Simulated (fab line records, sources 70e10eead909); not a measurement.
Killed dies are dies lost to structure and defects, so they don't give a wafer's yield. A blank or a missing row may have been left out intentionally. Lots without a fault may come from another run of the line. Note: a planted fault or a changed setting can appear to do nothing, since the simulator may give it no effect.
Which tool did it? || flow nand_harc || 24 lots, 72 wafers sampled, at 4 steps of a route of 1302

== WHAT THE GAUGES SHOWED, per wafer ==
NHARC_A_SLIT_CD_MEAS_09: target cd 300 nm.
{"lot": "L074", "measured": "day 19 11:37", "on": "cd_sem-02", "cd_nm (nm)": "301.3 300.5 300.9"}
{"lot": "L075", "measured": "day 20 02:54", "on": "cd_sem-02", "cd_nm (nm)": "300.6 301.8 301.7"}
{"lot": "L076", "measured": "day 20 13:05", "on": "cd_sem-02", "cd_nm (nm)": "301.0 300.7 300.5"}
{"lot": "L077", "measured": "day 21 04:14", "on": "cd_sem-03", "cd_nm (nm)": "300.1 300.4 300.5"}
{"lot": "L078", "measured": "day 21 04:41", "on": "cd_sem-01", "cd_nm (nm)": "301.0 301.5 301.2"}
{"lot": "L080", "measured": "day 21 22:47", "on": "cd_sem-01", "cd_nm (nm)": "300.6 299.8 299.9"}
{"lot": "L079", "measured": "day 21 22:57", "on": "cd_sem-03", "cd_nm (nm)": "301.3 300.6 300.9"}
{"lot": "L081", "measured": "day 23 03:19", "on": "cd_sem-03", "cd_nm (nm)": "300.1 300.2 300.8"}
{"lot": "L082", "measured": "day 23 03:50", "on": "cd_sem-02", "cd_nm (nm)": "301.5 300.6 301.2"}
{"lot": "L085", "measured": "day 23 23:33", "on": "cd_sem-01", "cd_nm (nm)": "300.5 300.0 301.0"}
{"lot": "L083", "measured": "day 23 23:50", "on": "cd_sem-02", "cd_nm (nm)": "300.8 299.8 299.4"}
{"lot": "L084", "measured": "day 23 23:59", "on": "cd_sem-01", "cd_nm (nm)": "300.9 301.1 301.4"}
{"lot": "L086", "measured": "day 24 11:19", "on": "cd_sem-01", "cd_nm (nm)": "300.1 300.7 300.5"}
{"lot": "L088", "measured": "day 25 07:34", "on": "cd_sem-03", "cd_nm (nm)": "301.8 300.9 300.6"}
{"lot": "L087", "measured": "day 25 22:58", "on": "cd_sem-02", "cd_nm (nm)": "300.6 300.7 300.9"}
{"lot": "L090", "measured": "day 26 08:40", "on": "cd_sem-02", "cd_nm (nm)": "301.0 301.3 300.6"}
{"lot": "L089", "measured": "day 26 14:16", "on": "cd_sem-03", "cd_nm (nm)": "301.3 302.0 301.3"}
{"lot": "L091", "measured": "day 27 06:18", "on": "cd_sem-02", "cd_nm (nm)": "301.4 301.2 301.9"}
{"lot": "L092", "measured": "day 27 06:35", "on": "cd_sem-03", "cd_nm (nm)": "300.8 300.8 300.2"}
{"lot": "L093", "measured": "day 27 23:52", "on": "cd_sem-02", "cd_nm (nm)": "300.9 300.9 300.7"}
{"lot": "L094", "measured": "day 28 00:27", "on": "cd_sem-01", "cd_nm (nm)": "301.3 300.6 300.8"}
{"lot": "L095", "measured": "day 28 08:44", "on": "cd_sem-01", "cd_nm (nm)": "301.2 302.1 300.7"}
{"lot": "L097", "measured": "day 29 01:22", "on": "cd_sem-02", "cd_nm (nm)": "300.3 301.3 300.4"}
{"lot": "L096", "measured": "day 29 02:20", "on": "cd_sem-03", "cd_nm (nm)": "299.3 299.8 300.7"}

NHARC_A_CONTACT_CD_MEAS_42: target cd 300 nm.
{"lot": "L074", "measured": "day 21 00:32", "on": "cd_sem-01", "cd_nm (nm)": "300.3 299.2 299.8"}
{"lot": "L075", "measured": "day 21 18:48", "on": "cd_sem-03", "cd_nm (nm)": "301.9 301.5 301.1"}
{"lot": "L076", "measured": "day 22 05:47", "on": "cd_sem-02", "cd_nm (nm)": "299.5 299.5 299.2"}
{"lot": "L077", "measured": "day 22 20:07", "on": "cd_sem-03", "cd_nm (nm)": "301.5 300.3 301.7"}
{"lot": "L078", "measured": "day 22 21:09", "on": "cd_sem-01", "cd_nm (nm)": "299.8 299.1 299.7"}
{"lot": "L080", "measured": "day 23 12:33", "on": "cd_sem-01", "cd_nm (nm)": "299.5 298.8 299.5"}
{"lot": "L079", "measured": "day 23 17:32", "on": "cd_sem-01", "cd_nm (nm)": "299.3 299.0 299.1"}
{"lot": "L081", "measured": "day 24 21:36", "on": "cd_sem-03", "cd_nm (nm)": "299.9 300.2 299.5"}
{"lot": "L082", "measured": "day 24 17:25", "on": "cd_sem-01", "cd_nm (nm)": "299.9 299.8 299.8"}
{"lot": "L085", "measured": "day 25 17:46", "on": "cd_sem-01", "cd_nm (nm)": "301.2 301.8 300.3"}
{"lot": "L083", "measured": "day 25 15:04", "on": "cd_sem-03", "cd_nm (nm)": "300.2 300.5 300.4"}
{"lot": "L084", "measured": "day 25 18:08", "on": "cd_sem-03", "cd_nm (nm)": "300.4 299.9 301.0"}
{"lot": "L086", "measured": "day 26 06:07", "on": "cd_sem-01", "cd_nm (nm)": "299.6 299.7 299.3"}
{"lot": "L088", "measured": "day 27 01:39", "on": "cd_sem-01", "cd_nm (nm)": "301.3 301.6 302.0"}
{"lot": "L087", "measured": "day 27 15:20", "on": "cd_sem-02", "cd_nm (nm)": "300.3 299.6 299.0"}
{"lot": "L090", "measured": "day 27 21:35", "on": "cd_sem-01", "cd_nm (nm)": "301.0 300.6 300.2"}
{"lot": "L089", "measured": "day 28 05:40", "on": "cd_sem-03", "cd_nm (nm)": "300.6 300.8 301.0"}
{"lot": "L091", "measured": "day 28 20:46", "on": "cd_sem-01", "cd_nm (nm)": "299.6 299.8 299.4"}
{"lot": "L092", "measured": "day 28 21:33", "on": "cd_sem-02", "cd_nm (nm)": "301.1 299.9 301.0"}
{"lot": "L093", "measured": "day 29 12:50", "on": "cd_sem-03", "cd_nm (nm)": "299.5 300.1 299.7"}
{"lot": "L094", "measured": "day 29 14:37", "on": "cd_sem-03", "cd_nm (nm)": "299.3 298.0 299.9"}
{"lot": "L095", "measured": "day 30 01:51", "on": "cd_sem-03", "cd_nm (nm)": "301.0 300.3 299.7"}
{"lot": "L097", "measured": "day 30 14:24", "on": "cd_sem-02", "cd_nm (nm)": "298.4 298.9 299.1"}
{"lot": "L096", "measured": "day 30 14:15", "on": "cd_sem-01", "cd_nm (nm)": "301.5 302.6 301.1"}

== WHICH TOOL RAN EACH LOT (tool, then ch and the chambers of the sampled wafers, then the start) ==
{"lot": "L074", "NHARC_A_SLIT_DEP_23": "pecvd-03 ch 1,2, day 19 11:02", "NHARC_A_WL_FILL_STRIP_29": "rie_diel-10 ch 0,1,2, day 20 12:38"}
{"lot": "L075", "NHARC_A_SLIT_DEP_23": "pecvd-03 ch 0,1,2, day 20 02:15", "NHARC_A_WL_FILL_STRIP_29": "rie_diel-10 ch 1,2,3, day 21 06:50"}
{"lot": "L076", "NHARC_A_SLIT_DEP_23": "pecvd-03 ch 0,2, day 20 12:34", "NHARC_A_WL_FILL_STRIP_29": "rie_diel-06 ch 1,2,3, day 21 17:36"}
{"lot": "L077", "NHARC_A_SLIT_DEP_23": "pecvd-04 ch 0,1, day 21 03:41", "NHARC_A_WL_FILL_STRIP_29": "rie_diel-06 ch 0,3, day 22 07:31"}
{"lot": "L078", "NHARC_A_SLIT_DEP_23": "pecvd-03 ch 0,1,2, day 21 04:08", "NHARC_A_WL_FILL_STRIP_29": "rie_diel-10 ch 0,2,3, day 22 07:31"}
{"lot": "L080", "NHARC_A_SLIT_DEP_23": "pecvd-03 ch 1,2, day 21 22:10", "NHARC_A_WL_FILL_STRIP_29": "rie_diel-10 ch 0,2,3, day 22 23:40"}
{"lot": "L079", "NHARC_A_SLIT_DEP_23": "pecvd-03 ch 0,1,2, day 21 22:27", "NHARC_A_WL_FILL_STRIP_29": "rie_diel-12 ch 0,2,3, day 23 03:58"}
{"lot": "L081", "NHARC_A_SLIT_DEP_23": "pecvd-04 ch 0,1,2, day 23 02:47", "NHARC_A_WL_FILL_STRIP_29": "rie_diel-12 ch 0,1,3, day 24 07:37"}
{"lot": "L082", "NHARC_A_SLIT_DEP_23": "pecvd-03 ch 0,1,2, day 23 03:09", "NHARC_A_WL_FILL_STRIP_29": "rie_diel-10 ch 0,1,3, day 24 05:08"}
{"lot": "L085", "NHARC_A_SLIT_DEP_23": "pecvd-04 ch 1,2, day 23 23:01", "NHARC_A_WL_FILL_STRIP_29": "rie_diel-12 ch 1,2,3, day 25 05:44"}
{"lot": "L083", "NHARC_A_SLIT_DEP_23": "pecvd-04 ch 0,2, day 23 23:10", "NHARC_A_WL_FILL_STRIP_29": "rie_diel-10 ch 0,1, day 25 03:08"}
{"lot": "L084", "NHARC_A_SLIT_DEP_23": "pecvd-02 ch 0,1,2, day 23 23:17", "NHARC_A_WL_FILL_STRIP_29": "rie_diel-06 ch 0,2,3, day 25 06:17"}
{"lot": "L086", "NHARC_A_SLIT_DEP_23": "pecvd-02 ch 0,1,2, day 24 10:40", "NHARC_A_WL_FILL_STRIP_29": "rie_diel-10 ch 1,2,3, day 25 18:04"}
{"lot": "L088", "NHARC_A_SLIT_DEP_23": "pecvd-04 ch 0,1,2, day 25 06:53", "NHARC_A_WL_FILL_STRIP_29": "rie_diel-10 ch 1,2,3, day 26 12:11"}
{"lot": "L087", "NHARC_A_SLIT_DEP_23": "pecvd-04 ch 1,2, day 25 22:28", "NHARC_A_WL_FILL_STRIP_29": "rie_diel-06 ch 2,3, day 27 03:16"}
{"lot": "L090", "NHARC_A_SLIT_DEP_23": "pecvd-03 ch 0,1, day 26 07:59", "NHARC_A_WL_FILL_STRIP_29": "rie_diel-12 ch 0,1,2, day 27 09:14"}
{"lot": "L089", "NHARC_A_SLIT_DEP_23": "pecvd-03 ch 0,1, day 26 13:38", "NHARC_A_WL_FILL_STRIP_29": "rie_diel-12 ch 0,1,3, day 27 16:43"}
{"lot": "L091", "NHARC_A_SLIT_DEP_23": "pecvd-02 ch 0,1,2, day 27 05:40", "NHARC_A_WL_FILL_STRIP_29": "rie_diel-12 ch 0,2, day 28 08:17"}
{"lot": "L092", "NHARC_A_SLIT_DEP_23": "pecvd-04 ch 0,1,2, day 27 05:55", "NHARC_A_WL_FILL_STRIP_29": "rie_diel-06 ch 0,3, day 28 08:17"}
{"lot": "L093", "NHARC_A_SLIT_DEP_23": "pecvd-02 ch 0,1, day 27 23:13", "NHARC_A_WL_FILL_STRIP_29": "rie_diel-10 ch 0,1, day 29 00:44"}
{"lot": "L094", "NHARC_A_SLIT_DEP_23": "pecvd-03 ch 0,2, day 27 23:46", "NHARC_A_WL_FILL_STRIP_29": "rie_diel-06 ch 0,1,2, day 29 02:14"}
{"lot": "L095", "NHARC_A_SLIT_DEP_23": "pecvd-03 ch 0,1,2, day 28 08:11", "NHARC_A_WL_FILL_STRIP_29": "rie_diel-12 ch 0,1,2, day 29 13:17"}
{"lot": "L097", "NHARC_A_SLIT_DEP_23": "pecvd-03 ch 0,2, day 29 00:45", "NHARC_A_WL_FILL_STRIP_29": "rie_diel-10 ch 0,2,3, day 30 02:14"}
{"lot": "L096", "NHARC_A_SLIT_DEP_23": "pecvd-02 ch 1,2, day 29 01:46", "NHARC_A_WL_FILL_STRIP_29": "rie_diel-12 ch 2,3, day 30 02:15"}
- NHARC_A_SLIT_DEP_23: deposits SiON, target thk 100 nm.
- NHARC_A_WL_FILL_STRIP_29: strips in O2, time 20 s.

== WHAT THE TOOLS THEMSELVES READ (means of the sampled wafers that have a number; where no wafer has one, the mark that the record gives instead) ==
NHARC_A_SLIT_DEP_23.
{"lot": "L074", "tool": "pecvd-03", "heater_power_w (W)": 849}
{"lot": "L075", "tool": "pecvd-03", "heater_power_w (W)": 841}
{"lot": "L076", "tool": "pecvd-03", "heater_power_w (W)": 878}
{"lot": "L077", "tool": "pecvd-04", "heater_power_w (W)": 679}
{"lot": "L078", "tool": "pecvd-03", "heater_power_w (W)": 821}
{"lot": "L080", "tool": "pecvd-03", "heater_power_w (W)": 849}
{"lot": "L079", "tool": "pecvd-03", "heater_power_w (W)": 867}
{"lot": "L081", "tool": "pecvd-04", "heater_power_w (W)": 654}
{"lot": "L082", "tool": "pecvd-03", "heater_power_w (W)": 861}
{"lot": "L085", "tool": "pecvd-04", "heater_power_w (W)": 638}
{"lot": "L083", "tool": "pecvd-04", "heater_power_w (W)": 648}
{"lot": "L084", "tool": "pecvd-02", "heater_power_w (W)": 778}
{"lot": "L086", "tool": "pecvd-02", "heater_power_w (W)": 699}
{"lot": "L088", "tool": "pecvd-04", "heater_power_w (W)": 691}
{"lot": "L087", "tool": "pecvd-04", "heater_power_w (W)": 597}
{"lot": "L090", "tool": "pecvd-03", "heater_power_w (W)": 776}
{"lot": "L089", "tool": "pecvd-03", "heater_power_w (W)": 775}
{"lot": "L091", "tool": "pecvd-02", "heater_power_w (W)": 735}
{"lot": "L092", "tool": "pecvd-04", "heater_power_w (W)": 696}
{"lot": "L093", "tool": "pecvd-02", "heater_power_w (W)": 773}
{"lot": "L094", "tool": "pecvd-03", "heater_power_w (W)": 839}
{"lot": "L095", "tool": "pecvd-03", "heater_power_w (W)": 838}
{"lot": "L097", "tool": "pecvd-03", "heater_power_w (W)": 824}
{"lot": "L096", "tool": "pecvd-02", "heater_power_w (W)": 733}

NHARC_A_WL_FILL_STRIP_29.
{"lot": "L074", "tool": "rie_diel-10", "drypump_motor_current_A (A)": 5.9, "oes_product_au (a.u.)": 0.995, "rf_vpp_V (V)": 57.6, "showerhead_plenum_p_Torr (Torr)": 3.54, "throttle_valve_pct (%)": 17.022}
{"lot": "L075", "tool": "rie_diel-10", "drypump_motor_current_A (A)": 5.9, "oes_product_au (a.u.)": 0.998, "rf_vpp_V (V)": 58.0, "showerhead_plenum_p_Torr (Torr)": 3.48, "throttle_valve_pct (%)": 17.041}
{"lot": "L076", "tool": "rie_diel-06", "drypump_motor_current_A (A)": 5.7, "oes_product_au (a.u.)": 1.007, "rf_vpp_V (V)": 57.5, "showerhead_plenum_p_Torr (Torr)": 3.49, "throttle_valve_pct (%)": 17.030}
{"lot": "L077", "tool": "rie_diel-06", "drypump_motor_current_A (A)": 5.5, "oes_product_au (a.u.)": 1.022, "rf_vpp_V (V)": 57.2, "showerhead_plenum_p_Torr (Torr)": 3.48, "throttle_valve_pct (%)": 17.033}
{"lot": "L078", "tool": "rie_diel-10", "drypump_motor_current_A (A)": 6.0, "oes_product_au (a.u.)": 0.998, "rf_vpp_V (V)": 57.1, "showerhead_plenum_p_Torr (Torr)": 3.60, "throttle_valve_pct (%)": 17.032}
{"lot": "L080", "tool": "rie_diel-10", "drypump_motor_current_A (A)": 6.0, "oes_product_au (a.u.)": 1.000, "rf_vpp_V (V)": 58.6, "showerhead_plenum_p_Torr (Torr)": 3.60, "throttle_valve_pct (%)": 17.039}
{"lot": "L079", "tool": "rie_diel-12", "drypump_motor_current_A (A)": 5.3, "oes_product_au (a.u.)": 1.001, "rf_vpp_V (V)": 57.5, "showerhead_plenum_p_Torr (Torr)": 3.53, "throttle_valve_pct (%)": 17.033}
{"lot": "L081", "tool": "rie_diel-12", "drypump_motor_current_A (A)": 5.2, "oes_product_au (a.u.)": 1.000, "rf_vpp_V (V)": 57.9, "showerhead_plenum_p_Torr (Torr)": 3.52, "throttle_valve_pct (%)": 17.036}
{"lot": "L082", "tool": "rie_diel-10", "drypump_motor_current_A (A)": 6.1, "oes_product_au (a.u.)": 1.004, "rf_vpp_V (V)": 58.0, "showerhead_plenum_p_Torr (Torr)": 3.59, "throttle_valve_pct (%)": 17.029}
{"lot": "L085", "tool": "rie_diel-12", "drypump_motor_current_A (A)": 5.6, "oes_product_au (a.u.)": 1.015, "rf_vpp_V (V)": 58.3, "showerhead_plenum_p_Torr (Torr)": 3.60, "throttle_valve_pct (%)": 17.040}
{"lot": "L083", "tool": "rie_diel-10", "drypump_motor_current_A (A)": 5.9, "oes_product_au (a.u.)": 0.997, "rf_vpp_V (V)": 58.2, "showerhead_plenum_p_Torr (Torr)": 3.64, "throttle_valve_pct (%)": 17.034}
{"lot": "L084", "tool": "rie_diel-06", "drypump_motor_current_A (A)": 5.7, "oes_product_au (a.u.)": 1.005, "rf_vpp_V (V)": 57.5, "showerhead_plenum_p_Torr (Torr)": 3.51, "throttle_valve_pct (%)": 17.030}
{"lot": "L086", "tool": "rie_diel-10", "drypump_motor_current_A (A)": 6.0, "oes_product_au (a.u.)": 1.007, "rf_vpp_V (V)": 58.6, "showerhead_plenum_p_Torr (Torr)": 3.48, "throttle_valve_pct (%)": 17.039}
{"lot": "L088", "tool": "rie_diel-10", "drypump_motor_current_A (A)": 5.9, "oes_product_au (a.u.)": 1.021, "rf_vpp_V (V)": 57.7, "showerhead_plenum_p_Torr (Torr)": 3.48, "throttle_valve_pct (%)": 17.048}
{"lot": "L087", "tool": "rie_diel-06", "drypump_motor_current_A (A)": 5.7, "oes_product_au (a.u.)": 1.015, "rf_vpp_V (V)": 57.3, "showerhead_plenum_p_Torr (Torr)": 3.64, "throttle_valve_pct (%)": 17.035}
{"lot": "L090", "tool": "rie_diel-12", "drypump_motor_current_A (A)": 5.5, "oes_product_au (a.u.)": 1.005, "rf_vpp_V (V)": 57.7, "showerhead_plenum_p_Torr (Torr)": 3.49, "throttle_valve_pct (%)": 17.032}
{"lot": "L089", "tool": "rie_diel-12", "drypump_motor_current_A (A)": 5.2, "oes_product_au (a.u.)": 1.006, "rf_vpp_V (V)": 58.1, "showerhead_plenum_p_Torr (Torr)": 3.52, "throttle_valve_pct (%)": 17.033}
{"lot": "L091", "tool": "rie_diel-12", "drypump_motor_current_A (A)": 5.7, "oes_product_au (a.u.)": 1.015, "rf_vpp_V (V)": 57.1, "showerhead_plenum_p_Torr (Torr)": 3.50, "throttle_valve_pct (%)": 17.044}
{"lot": "L092", "tool": "rie_diel-06", "drypump_motor_current_A (A)": 5.5, "oes_product_au (a.u.)": 1.019, "rf_vpp_V (V)": 58.1, "showerhead_plenum_p_Torr (Torr)": 3.61, "throttle_valve_pct (%)": 17.041}
{"lot": "L093", "tool": "rie_diel-10", "drypump_motor_current_A (A)": 6.0, "oes_product_au (a.u.)": 1.015, "rf_vpp_V (V)": 58.0, "showerhead_plenum_p_Torr (Torr)": 3.52, "throttle_valve_pct (%)": 17.030}
{"lot": "L094", "tool": "rie_diel-06", "drypump_motor_current_A (A)": 5.7, "oes_product_au (a.u.)": 0.996, "rf_vpp_V (V)": 57.2, "showerhead_plenum_p_Torr (Torr)": 3.36, "throttle_valve_pct (%)": 17.041}
{"lot": "L095", "tool": "rie_diel-12", "drypump_motor_current_A (A)": 5.5, "oes_product_au (a.u.)": 1.007, "rf_vpp_V (V)": 57.4, "showerhead_plenum_p_Torr (Torr)": 3.49, "throttle_valve_pct (%)": 17.024}
{"lot": "L097", "tool": "rie_diel-10", "drypump_motor_current_A (A)": 6.0, "oes_product_au (a.u.)": 0.999, "rf_vpp_V (V)": 58.3, "showerhead_plenum_p_Torr (Torr)": 3.59, "throttle_valve_pct (%)": 17.031}
{"lot": "L096", "tool": "rie_diel-12", "drypump_motor_current_A (A)": 5.4, "oes_product_au (a.u.)": 1.001, "rf_vpp_V (V)": 57.7, "showerhead_plenum_p_Torr (Torr)": 3.63, "throttle_valve_pct (%)": 17.037}

== THE ANSWER, worked out from the rows above alone ==
Rule: the lots themselves supply what counts as usual. Put in order of their means at a reading, lots are off if they are a third of the lots or fewer, leave a main group of 4 or more, and stand apart from it by a gap of 3 or more times the standard deviation of the main group's means; of several such gaps the widest counts. The tables above print the reading to a certain number of digits; a main group whose means all agree to those digits is not used. A lot without any number at a reading at which 4 lots or more have one is off too. Any other lot the step has rows for is counted as sound. The gauges are gone through in route order, then the tools' own readings, and for those a lot's mean is taken as printed above. At the first step where some lot is off, the reading lying furthest off is the one used; lots without a number count as furthest.
No lot is off at any reading shown: from this, nothing can be told.

== WHAT THE SIMULATOR HAD PUT IN ==
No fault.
